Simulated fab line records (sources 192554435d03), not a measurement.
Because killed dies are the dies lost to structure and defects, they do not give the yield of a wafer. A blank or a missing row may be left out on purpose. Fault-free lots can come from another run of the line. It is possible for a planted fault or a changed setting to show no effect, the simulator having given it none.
Split-lot experiment -- flow n5Finfet -- 21 wafers read from 7 lots, route of 1938 steps

## THE SPLIT
At N5_BEOL_M10_COAT_60 (time 60 s, resist thk 30 nm), the setting spinRpm was moved away from the recipe's 1500 rpm on 3 of the 21 wafers read, by -8.1% to +9.8%. This setting was run at the recipe's value on the other wafers.

## FROM THE SPLIT TO THE READING: what the file shows between them, 3 steps
- N5_BEOL_M10_COAT_05: resist thk 90 nm
- N5_BEOL_M10_EBR_07
- N5_BEOL_M10_DESCUM_16: chemistry O2, time 7.9 s

## THE READING
CAR-ArF_of_BEOL_M10_COAT_05.thkNm (the simulator's own value, which no gauge read), in nm, at N5_BEOL_M10_ETCH_61 (etches SiARC in CF4, target depth 39 nm, time 65 s). The file gives no usual value for it. Here, 18 wafers ran the recipe; their average is 55.6 nm with a standard deviation of 0.23 nm.

wafer,"tool, chamber at the split","spinRpm as run, rpm",against the recipe,"CAR-ArF_of_BEOL_M10_COAT_05.thkNm, nm",against lot-mates on the recipe
L074.1,"lithoTrack-05, 0",1500,recipe,55.8,-
L074.5,"lithoTrack-05, 0",1500,recipe,55.4,-
L074.6,"lithoTrack-05, 0",1500,recipe,55.8,-
L075.1,"lithoTrack-04, 0",1500,recipe,55.2,-
L075.4,"lithoTrack-04, 0",1500,recipe,55.4,-
L075.5,"lithoTrack-04, 0",1500,recipe,55.2,-
L080.3,"lithoTrack-05, 0",1500,recipe,55.4,-
L080.4,"lithoTrack-05, 0",1443,-3.8%,54.6,-0.8
L080.6,"lithoTrack-05, 0",1500,recipe,55.4,-
L085.2,"lithoTrack-01, 0",1500,recipe,55.4,-
L085.3,"lithoTrack-01, 0",1500,recipe,55.8,-
L085.6,"lithoTrack-01, 0",1647,+9.8%,56.8,+1.2
L086.1,"lithoTrack-04, 0",1500,recipe,55.6,-
L086.2,"lithoTrack-04, 0",1500,recipe,55.8,-
L086.4,"lithoTrack-04, 0",1500,recipe,55.6,-
L088.2,"lithoTrack-04, 0",1500,recipe,55.6,-
L088.4,"lithoTrack-04, 0",1500,recipe,55.8,-
L088.5,"lithoTrack-04, 0",1379,-8.1%,54.6,-1.1
L092.3,"lithoTrack-01, 0",1500,recipe,55.4,-
L092.4,"lithoTrack-01, 0",1500,recipe,56,-
L092.6,"lithoTrack-01, 0",1500,recipe,55.4,-

THE FIT
A straight line over all 21 wafers: CAR-ArF_of_BEOL_M10_COAT_05.thkNm changes by +0.134 nm for each +1% of spinRpm; r = +0.86; the points scatter about the line by 0.24 nm.
The same after taking each lot's own level away (the mean of its wafers on the recipe; 21 wafers): +0.135 nm for each +1%; r = +0.92; scatter 0.18 nm.
Per that fit: largest spinRpm move, reading shift of 1.3 nm.
The lots' own levels span 55.27 to 55.70 nm, that is 1.9 times the standard deviation above.
So the lot-to-lot level changes the slope little: the two slopes agree.
Check: with one of the wafers moved furthest among these (+9.8%) left out of the fit, the line predicts +1.45 nm for it against its lot-mates. Against them it came out at +1.2 nm.

## OTHER SPLITS APPLIED TO THESE WAFERS
Note: prior to the reading, these wafers also went through further splits. Each is held against what the fit with the lots' levels taken away leaves over:
other split on the same wafers,wafers away from the commonest value,r with CAR-ArF_of_BEOL_M10_COAT_05.thkNm (lot level and that fit taken away)
N5_BEOL_M9_EXPOSE_25 doseMj,8,-0.18
N5_BEOL_M9_ETCH_66 timeS,9,+0.06

## THE WHOLE CHAIN: every reading that the file lists as answering this split, in the file's order
step,what it does,reading,change (the file's fit),r (the file's)
N5_BEOL_M10_COAT_60,"time 60 s, resist thk 30 nm","SiARC_of_BEOL_M10_COAT_60.thkNm (the simulator's own value, which no gauge read)",-0.146 nm for each +1% of the setting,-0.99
N5_BEOL_M10_ETCH_61,"etches SiARC in CF4, target depth 39 nm, time 65 s","etch.depthNm (the simulator's own value, which no gauge read)",-0.145 nm for each +1% of the setting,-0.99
N5_BEOL_M10_ETCH_61,"etches SiARC in CF4, target depth 39 nm, time 65 s","CAR-ArF_of_BEOL_M10_COAT_05.thkNm (the simulator's own value, which no gauge read)",+0.135 nm for each +1% of the setting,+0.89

## FILE'S OWN FIT
CAR-ArF_of_BEOL_M10_COAT_05.thkNm changes by +0.135 nm for each +1% of spinRpm, r = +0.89.
